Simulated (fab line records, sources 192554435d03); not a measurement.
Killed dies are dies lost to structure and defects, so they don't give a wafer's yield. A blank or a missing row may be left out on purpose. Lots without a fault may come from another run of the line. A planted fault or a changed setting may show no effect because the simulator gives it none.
fab line records | flow n5_finfet
record lots=7 wafers=21
route steps=1938 shown BEOL_M14@1742 MIM_BOT_LITHO@1858 MIM_BOT_ETCH@1866 PASS1_CAP@1873 TV_LITHO@1875 TV_OPEN@1887
start_h: hours from the record's first day to the start of the lot's first wafer shown | wait_h: hours since the lot's step before | " the same as in the row above | L1.1+2: a row that stands for several wafers | - no value, or no start given | * or withheld: withheld | < > ~ a bound
route shown NAME@n: a module of which the file shows steps, and the number in the route of the first | usual: mean/standard deviation of fault-free wafers | same: alike in all rows | chamber/n: place in a boat | sites: the reading at each site | _std_site: their standard deviation | _edge_site: outer sites' mean less inner sites' | radius_mm: how far each site lies from the wafer's centre | mask NAME#n: copy n | behind: the tool/chamber that last shaped the wafer | hold: why the lot was held/for how many hours/how that ended | device: the transistor (n, p or np) that didn't switch | end of line: the same wafers' tests at the end of the route | a step without rows: its recipe alone | killed: dies lost to structure and defects at the first sort, not the wafer's yield | map: a wafer's dies, x killed, . not, _ none there
set.NAME: the setting as run; set.NAME@STEP: as run at that earlier step | model.NAME: the simulator's own value behind a step, which no gauge read
lots whose settings were changed on purpose; a table a step, a row a wafer
## steps
# step N5_BEOL_M14_EXPOSE_25
# recipe mask_id=M14 na=0.8 source_shape=annular sigma_inner=0.5 sigma_outer=0.8 polarization=unpolarized target_cd_nm=280 dose_mj=26.6
# columns lot.wafer tool chamber start_h wait_h mask set.dose_mj
L074.3 krf_scanner-02 0 270.47 - M14#0 26.6
L074.5+6 " 0 " " M14#0 27.14
L079.1+2+4 krf_scanner-02 0 312.79 - M14#0 26.6
L081.2+4 krf_scanner-02 0 320.98 - M14#0 26.6
L081.6 " 0 " " M14#0 27.95
L082.2+6 krf_scanner-02 0 330.76 - M14#0 26.6
L082.3 " 0 " " M14#0 27.25
L084.2 krf_scanner-01 0 370.96 - M14#0 28.14
L084.4+5 " 0 " " M14#0 26.6
L086.2+4+6 krf_scanner-02 0 380.69 - M14#0 26.6
L096.1+4 krf_scanner-02 0 420.47 - M14#0 25.68
L096.5 " 0 " " M14#0 26.6
# step N5_BEOL_M14_PEB_26
# recipe peb_temp_c=130 peb_time_s=90
# step N5_BEOL_M14_DEVELOP_27
# recipe develop_time_s=45 rinse_liquid=diw dry=air_spin dev_temp_c=21
# step N5_BEOL_M14_HARDBAKE_32
# recipe temp_c=130 time_s=120
# step N5_BEOL_M14_CD_MEAS_28
# recipe target_cd_nm=284.4 landing_energy_ev=500 detector=se_inlens
# usual cd_nm=285.4/2.2
# columns lot.wafer tool chamber start_h wait_h set.dose_mj@BEOL_M14_EXPOSE_25 cd_nm
L074.3 cd_sem-01 0 270.63 - 26.6 283.4
L074.5 " 0 " " 27.14 286.0
L074.6 " 0 " " 27.14 287.7
L079.1 cd_sem-03 0 312.96 - 26.6 286.9
L079.2 " 0 " " 26.6 286.2
L079.4 " 0 " " 26.6 288.2
L081.2 cd_sem-01 0 321.15 - 26.6 289.5
L081.4 " 0 " " 26.6 287.5
L081.6 " 0 " " 27.95 296.8
L082.2 cd_sem-02 0 330.93 - 26.6 286.7
L082.3 " 0 " " 27.25 290.0
L082.6 " 0 " " 26.6 288.3
L084.2 cd_sem-02 0 371.13 - 28.14 292.0
L084.4 " 0 " " 26.6 282.2
L084.5 " 0 " " 26.6 282.4
L086.2 cd_sem-02 0 380.85 - 26.6 283.6
L086.4 " 0 " " 26.6 286.1
L086.6 " 0 " " 26.6 285.6
L096.1 cd_sem-02 0 420.64 - 25.68 283.9
L096.4 " 0 " " 25.68 280.0
L096.5 " 0 " " 26.6 288.2
# step N5_BEOL_M14_DESCUM_33
# recipe chemistry=O2 time_s=7.9 source_power_w=50 bias_power_w=20 pressure_mtorr=20 rf_frequency_hz=2.712e+07 temp_c=40 o2_flow_sccm=225
# columns lot.wafer tool chamber start_h wait_h set.dose_mj@BEOL_M14_EXPOSE_25 model.BEOL_M14.cd_nm
L074.3 rie_diel-06 3 270.72 0.0 26.6 283.8
L074.5 " 2 " " 27.14 286
L074.6 " 3 " " 27.14 288
L079.1 rie_diel-01 0 313.05 0.0 26.6 287
L079.2 " 2 " " 26.6 286
L079.4 " 3 " " 26.6 288.2
L081.2 rie_diel-04 2 321.31 0.1 26.6 289.8
L081.4 " 1 " " 26.6 287.6
L081.6 " 2 " " 27.95 297
L082.2 rie_diel-01 3 331.02 0.0 26.6 287
L082.3 " 2 " " 27.25 289.6
L082.6 " 2 " " 26.6 288.2
L084.2 rie_diel-01 1 371.21 0.0 28.14 292
L084.4 " 2 " " 26.6 281.8
L084.5 " 1 " " 26.6 282.6
L086.2 rie_diel-04 2 380.94 0.0 26.6 283.6
L086.4 " 3 " " 26.6 286.2
L086.6 " 3 " " 26.6 285.8
L096.1 rie_diel-01 0 420.90 0.2 25.68 283.8
L096.4 " 1 " " 25.68 280
L096.5 " 2 " " 26.6 288.4
# step N5_BEOL_M14_ETCH_67
# recipe chemistry=CF4 target=SiARC target_depth_a=1430 time_s=238.3 ion_energy_ev=80 pressure_mtorr=40 source_w=545 bias_w=36 Ar_flow_sccm=100 cf4_flow_sccm=100 ends=cleared
# columns lot.wafer tool chamber start_h wait_h set.dose_mj@BEOL_M14_EXPOSE_25 model.BEOL_M14.cd_nm
L074.3 rie_diel-06 3 270.75 0.0 26.6 280.2
L074.5 " 2 " " 27.14 282.4
L074.6 " 3 " " 27.14 284.2
L079.1 rie_diel-01 0 313.09 0.0 26.6 282.4
L079.2 " 2 " " 26.6 282
L079.4 " 3 " " 26.6 284
L081.2 rie_diel-04 2 321.34 0.0 26.6 285.6
L081.4 " 1 " " 26.6 283
L081.6 " 2 " " 27.95 292.8
L082.2 rie_diel-01 3 331.05 0.0 26.6 282.6
L082.3 " 2 " " 27.25 285.2
L082.6 " 2 " " 26.6 284
L084.2 rie_diel-01 1 371.25 0.0 28.14 287.2
L084.4 " 2 " " 26.6 276.8
L084.5 " 1 " " 26.6 277.4
L086.2 rie_diel-04 2 380.98 0.0 26.6 278.6
L086.4 " 3 " " 26.6 281.6
L086.6 " 3 " " 26.6 281
L096.1 rie_diel-01 0 420.94 0.0 25.68 278.8
L096.4 " 1 " " 25.68 275.6
L096.5 " 2 " " 26.6 284
# step N5_BEOL_M14_ETCH_68
# recipe chemistry=N2/H2 target=SOC mask_material=SiARC source_w=3000 bias_w=350 temp_c=40 time_s=450 ion_energy_ev=200 pressure_mtorr=30 n2_flow_sccm=200 h2_flow_sccm=200
# columns lot.wafer tool chamber start_h wait_h set.dose_mj@BEOL_M14_EXPOSE_25 model.BEOL_M14.cd_nm
L074.3 rie_diel-06 3 270.90 0.1 26.6 279
L074.5 " 2 " " 27.14 282.8
L074.6 " 3 " " 27.14 283.2
L079.1 rie_diel-01 0 313.23 0.1 26.6 284
L079.2 " 2 " " 26.6 281.6
L079.4 " 3 " " 26.6 285
L081.2 rie_diel-04 2 321.49 0.1 26.6 285
L081.4 " 1 " " 26.6 283
L081.6 " 2 " " 27.95 294
L082.2 rie_diel-01 3 331.20 0.1 26.6 283
L082.3 " 2 " " 27.25 285.2
L082.6 " 2 " " 26.6 284
L084.2 rie_diel-01 1 371.39 0.1 28.14 286.6
L084.4 " 2 " " 26.6 274.6
L084.5 " 1 " " 26.6 277.6
L086.2 rie_diel-04 2 381.12 0.1 26.6 278.4
L086.4 " 3 " " 26.6 281.4
L086.6 " 3 " " 26.6 282.2
L096.1 rie_diel-01 0 421.08 0.1 25.68 281.4
L096.4 " 1 " " 25.68 275.8
L096.5 " 2 " " 26.6 285.2
# step N5_BEOL_M14_TRENCH_ETCH_34
# recipe chemistry=C4F8/O2/Ar target=SiO2 target_depth_a=5566.5 mask_material=SOC he_inner_torr=15 he_outer_torr=30 time_s=126.9 ion_energy_ev=800 pressure_mtorr=20 source_w=1905 bias_w=2040 Ar_flow_sccm=400 C4F8_flow_sccm=16 O2_flow_sccm=12
# usual rf_vpp_V=2224/46
# columns lot.wafer tool chamber start_h wait_h set.bias_w rf_vpp_V
L074.3 rie_diel-06 3 271.17 0.0 2040 2207
L074.5 " 2 " " 1890 2032
L074.6 " 3 " " 1890 2091
L079.1 rie_diel-01 0 313.51 0.0 2040 2226
L079.2 " 2 " " 2040 2187
L079.4 " 3 " " 2040 2158
L081.2 rie_diel-04 2 321.76 0.0 2277 2415
L081.4 " 1 " " 2040 2216
L081.6 " 2 " " 2277 2414
L082.2 rie_diel-01 3 331.47 0.0 2040 2160
L082.3 " 2 " " 2040 2186
L082.6 " 2 " " 2040 2185
L084.2 rie_diel-01 1 371.67 0.0 2040 2223
L084.4 " 2 " " 2040 2184
L084.5 " 1 " " 2040 2223
L086.2 rie_diel-04 2 381.40 0.0 2040 2240
L086.4 " 3 " " 2040 2319
L086.6 " 3 " " 2040 2320
L096.1 rie_diel-01 0 421.36 0.0 2040 2222
L096.4 " 1 " " 1942 2147
L096.5 " 2 " " 2040 2184
# step N5_MIM_BOT_LITHO_EXPOSE_05
# recipe mask_id=MIM_BOT na=0.55 source_shape=conventional sigma_outer=0.8 polarization=unpolarized dose_mj=24.25
# columns lot.wafer tool chamber start_h wait_h mask set.dose_mj
L074.3+6 krf_scanner-01 0 284.59 - MIM_BOT#0 23.1
L074.5 " 0 " " MIM_BOT#0 24.25
L079.1+2+4 krf_scanner-01 0 328.38 - MIM_BOT#0 24.25
L081.2+4+6 krf_scanner-02 0 337.56 - MIM_BOT#0 24.25
L082.2+3+6 krf_scanner-01 0 347.77 - MIM_BOT#0 24.25
L084.2+4 krf_scanner-02 0 387.28 - MIM_BOT#0 22.47
L084.5 " 0 " " MIM_BOT#0 24.25
L086.2+4+6 krf_scanner-01 0 395.43 - MIM_BOT#0 24.25
L096.1+4+5 krf_scanner-02 0 442.36 - MIM_BOT#0 24.25
# step N5_MIM_BOT_LITHO_PEB_06
# recipe peb_temp_c=withheld peb_time_s=*
# step N5_MIM_BOT_LITHO_DEVELOP_07
# recipe develop_time_s=60 rinse_liquid=diw dry=air_spin dev_temp_c=21
# step N5_MIM_BOT_LITHO_HARDBAKE_09
# recipe temp_c=130 time_s=120
# step N5_MIM_BOT_LITHO_CD_MEAS_08
# recipe target_cd_nm=3000 landing_energy_ev=500 detector=se_inlens polarity=opening
# usual cd_nm=2999.4/2.1
# columns lot.wafer tool chamber start_h wait_h set.dose_mj@MIM_BOT_LITHO_EXPOSE_05 cd_nm
L074.3 cd_sem-02 0 284.76 - 23.1 2990.5
L074.5 " 0 " " 24.25 2997.6
L074.6 " 0 " " 23.1 2988.8
L079.1 cd_sem-03 0 328.55 - 24.25 3001.5
L079.2 " 0 " " 24.25 2996.6
L079.4 " 0 " " 24.25 2998.8
L081.2 cd_sem-01 0 337.73 - 24.25 3003.0
L081.4 " 0 " " 24.25 3000.5
L081.6 " 0 " " 24.25 3002.8
L082.2 cd_sem-03 0 347.94 - 24.25 2996.7
L082.3 " 0 " " 24.25 2998.1
L082.6 " 0 " " 24.25 2996.3
L084.2 cd_sem-01 0 387.45 - 22.47 2983.1
L084.4 " 0 " " 22.47 2983.7
L084.5 " 0 " " 24.25 3000.9
L086.2 cd_sem-01 0 395.60 - 24.25 2999.2
L086.4 " 0 " " 24.25 3000.4
L086.6 " 0 " " 24.25 2999.3
L096.1 cd_sem-01 0 442.54 - 24.25 2998.2
L096.4 " 0 " " 24.25 2995.7
L096.5 " 0 " " 24.25 2999.2
# step N5_MIM_BOT_ETCH_ETCH_04
# recipe chemistry=CF4/O2 target=SiNx target_depth_a=260 time_s=13 ion_energy_ev=100 pressure_mtorr=40 source_w=535 bias_w=49 Ar_flow_sccm=100 cf4_flow_sccm=100 O2_flow_sccm=10
# columns lot.wafer tool chamber start_h wait_h set.time_s model.etch.depth_nm
L074.3 rie_diel-06 2 284.95 0.0 13 26.51
L074.5 " 1 " " 15.52 30.68
L074.6 " 0 " " 15.52 31.09
L079.1 rie_diel-06 3 328.71 0.0 13 26.25
L079.2 " 1 " " 13 25.73
L079.4 " 2 " " 13 26.51
L081.2 rie_diel-06 2 337.89 0.0 13 26.26
L081.4 " 0 " " 10.87 21.31
L081.6 " 2 " " 13 26.25
L082.2 rie_diel-04 0 348.09 0.0 15.19 30.74
L082.3 " 3 " " 15.19 31.04
L082.6 " 1 " " 13 26.12
L084.2 rie_diel-01 0 387.60 0.0 14.73 28.89
L084.4 " 1 " " 13 26
L084.5 " 0 " " 13 25.32
L086.2 rie_diel-04 0 395.75 0.0 14.85 29.94
L086.4 " 1 " " 13 26.68
L086.6 " 0 " " 14.85 29.75
L096.1 rie_diel-01 1 442.69 0.0 11.74 24.1
L096.4 " 3 " " 13 26.65
L096.5 " 3 " " 11.74 24.31
# step N5_PASSIVATION_PECVD_55
# recipe material=SiO2 target_thk_a=4000 temp_c=400 precursor=SiH4/N2O pressure_torr=2.7 rf_w=608 time_s=22.5
# columns lot.wafer tool chamber start_h wait_h set.time_s model.SiO2_of_PASSIVATION_PECVD_55.thk_nm
L074.3 pecvd-01 1 285.77 0.0 22.5 390.6
L074.5 " 1 " " 22.5 403.6
L074.6 " 2 " " 22.5 403
L079.1 pecvd-01 0 329.56 0.0 22.5 387
L079.2 " 2 " " 22.5 396
L079.4 " 2 " " 22.5 397
L081.2 pecvd-04 2 339.21 0.0 20.95 368.6
L081.4 " 2 " " 20.95 370.8
L081.6 " 1 " " 22.5 402.8
L082.2 pecvd-01 1 348.91 0.0 22.5 388.2
L082.3 " 0 " " 19.24 335.4
L082.6 " 1 " " 19.24 336
L084.2 pecvd-04 2 388.52 0.0 22.5 389.8
L084.4 " 2 " " 20.43 364.6
L084.5 " 1 " " 22.5 401
L086.2 pecvd-01 1 397.05 0.0 24.61 428.8
L086.4 " 0 " " 22.5 402
L086.6 " 2 " " 24.61 441.8
L096.1 pecvd-01 2 443.91 0.0 22.5 394.6
L096.4 " 2 " " 19.99 350.2
L096.5 " 0 " " 19.99 345
# step N5_PASSIVATION_PECVD_01
# recipe material=SiNx target_thk_a=2000 temp_c=400 precursor=SiH4/NH3/N2 pressure_torr=4.9 rf_w=1406 time_s=43.2
# step N5_PASSIVATION_HMDS_03
# recipe time_s=60 temp_c=120
# step N5_PASSIVATION_DESCUM_12
# recipe chemistry=O2 time_s=7.9 source_power_w=50 bias_power_w=20 pressure_mtorr=20 rf_frequency_hz=2.712e+07 temp_c=40 o2_flow_sccm=225
# step N5_PASSIVATION_PASS_ETCH_74
# recipe chemistry=CF4/O2 target=SiNx target_depth_a=2200 time_s=110 ion_energy_ev=100 pressure_mtorr=40 source_w=535 bias_w=49 Ar_flow_sccm=100 cf4_flow_sccm=100 O2_flow_sccm=10
# step N5_PASSIVATION_VIA_ETCH_13
# recipe chemistry=CHF3/O2 target=SiO2 target_depth_a=6600 CHF3_flow_sccm=50 O2_flow_sccm=5 Ar_flow_sccm=200 time_s=330 mask_material=PR pressure_mtorr=30 source_w=650 bias_w=170 ion_energy_ev=200 ends=cleared
# usual etch_rf_on_time_s=234/5.7
# columns lot.wafer tool chamber start_h wait_h set.time_s@PASSIVATION_PECVD_55 etch_rf_on_time_s
L074.3 rie_diel-02 2 287.19 0.0 22.5 238
L074.5 " 1 " " 22.5 242
L074.6 " 2 " " 22.5 247
L079.1 rie_diel-02 1 331.32 0.0 22.5 235
L079.2 " 3 " " 22.5 240
L079.4 " 2 " " 22.5 244
L081.2 rie_diel-05 0 339.90 0.0 20.95 215
L081.4 " 3 " " 20.95 219
L081.6 " 0 " " 22.5 234
L082.2 rie_diel-05 0 350.07 0.0 22.5 224
L082.3 " 1 " " 19.24 191
L082.6 " 3 " " 19.24 200
L084.2 rie_diel-02 1 390.54 0.0 22.5 235
L084.4 " 0 " " 20.43 209
L084.5 " 2 " " 22.5 247
L086.2 rie_diel-02 2 398.14 0.0 24.61 263
L086.4 " 1 " " 22.5 240
L086.6 " 0 " " 24.61 254
L096.1 rie_diel-05 0 445.15 0.0 22.5 231
L096.4 " 1 " " 19.99 204
L096.5 " 1 " " 19.99 204
## key
split step=N5_BEOL_M14_EXPOSE_25 setting=dose_mj stated=26.6 by=wafer
response step=N5_BEOL_M14_CD_MEAS_28 reading=cd_nm change=+1.64 per=1% r=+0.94
response step=N5_BEOL_M14_DESCUM_33 reading=model.BEOL_M14.cd_nm change=+1.63 per=1% r=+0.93
response step=N5_BEOL_M14_ETCH_67 reading=model.BEOL_M14.cd_nm change=+1.67 per=1% r=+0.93
response step=N5_BEOL_M14_ETCH_68 reading=model.BEOL_M14.cd_nm change=+1.8 per=1% r=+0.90
split step=N5_BEOL_M14_TRENCH_ETCH_34 setting=bias_w stated=2040 by=wafer
response step=N5_BEOL_M14_TRENCH_ETCH_34 reading=rf_vpp_V change=+17.2 per=1% r=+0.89
split step=N5_MIM_BOT_LITHO_EXPOSE_05 setting=dose_mj stated=24.25 by=wafer
response step=N5_MIM_BOT_LITHO_CD_MEAS_08 reading=cd_nm change=+2.17 per=1% r=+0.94
split step=N5_MIM_BOT_ETCH_ETCH_04 setting=time_s stated=13 by=wafer
response step=N5_MIM_BOT_ETCH_ETCH_04 reading=model.etch.depth_nm change=+0.255 per=1% r=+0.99
split step=N5_PASSIVATION_PECVD_55 setting=time_s stated=22.5 by=wafer
response step=N5_PASSIVATION_PECVD_55 reading=model.SiO2_of_PASSIVATION_PECVD_55.thk_nm change=+3.8 per=1% r=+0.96
response step=N5_PASSIVATION_VIA_ETCH_13 reading=etch_rf_on_time_s change=* per=1% r=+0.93
